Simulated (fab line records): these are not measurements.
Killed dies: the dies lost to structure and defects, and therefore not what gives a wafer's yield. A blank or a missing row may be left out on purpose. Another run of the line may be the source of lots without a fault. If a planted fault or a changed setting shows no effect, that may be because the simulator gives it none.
Chamber matching ; flow n5Finfet ; N5_BEOL_M7_ETCH_65 on rieDiel-06: 4 sister chambers
The step etches SiARC in CF4, target depth 15.6 nm, time 26 s. 4 wafers are shown with their chamber, then 7 later ones without.

== WAFERS, EACH WITH ITS CHAMBER ==
wafer;chamber;showerheadPlenumPTorr (Torr)
L082.2;1;2.10
L082.3;2;2.22
L084.1;3;2.16
L084.3;0;2.10

== WAFERS WITHOUT THEIR CHAMBER ==
wafer;showerheadPlenumPTorr (Torr)
L084.6;2.21
L089.3;2.10
L089.4;2.16
L089.6;2.21
L094.1;2.16
L094.2;2.09
L094.6;2.16

== EACH ONE'S CHAMBER ==
wafer;from the rows above;in truth
L084.6;2;2
L089.3;can't be placed: 0 or 1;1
L089.4;3;3
L089.6;2;2
L094.1;3;3
L094.2;can't be placed: 0 or 1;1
L094.6;3;3
Placed correctly: 5 of 7. From these rows, 2 cannot be placed; in 2 the true chamber is one of the candidates. Placed wrongly: 0.
How it was worked out, from the rows above alone: a wafer's distance from a chamber is the root of the sum, over the readings, of the square of ((its reading less the chamber's mean) divided by the reading's scatter). If the next closest chamber is less than 2 further off than the closest, the wafer can't be placed; otherwise it belongs to the closest. Each chamber's mean is taken over the wafers shown for it. The scatter: with one shown wafer a chamber, the root of the mean of the squares of how far each hidden wafer lies from its nearest shown one.
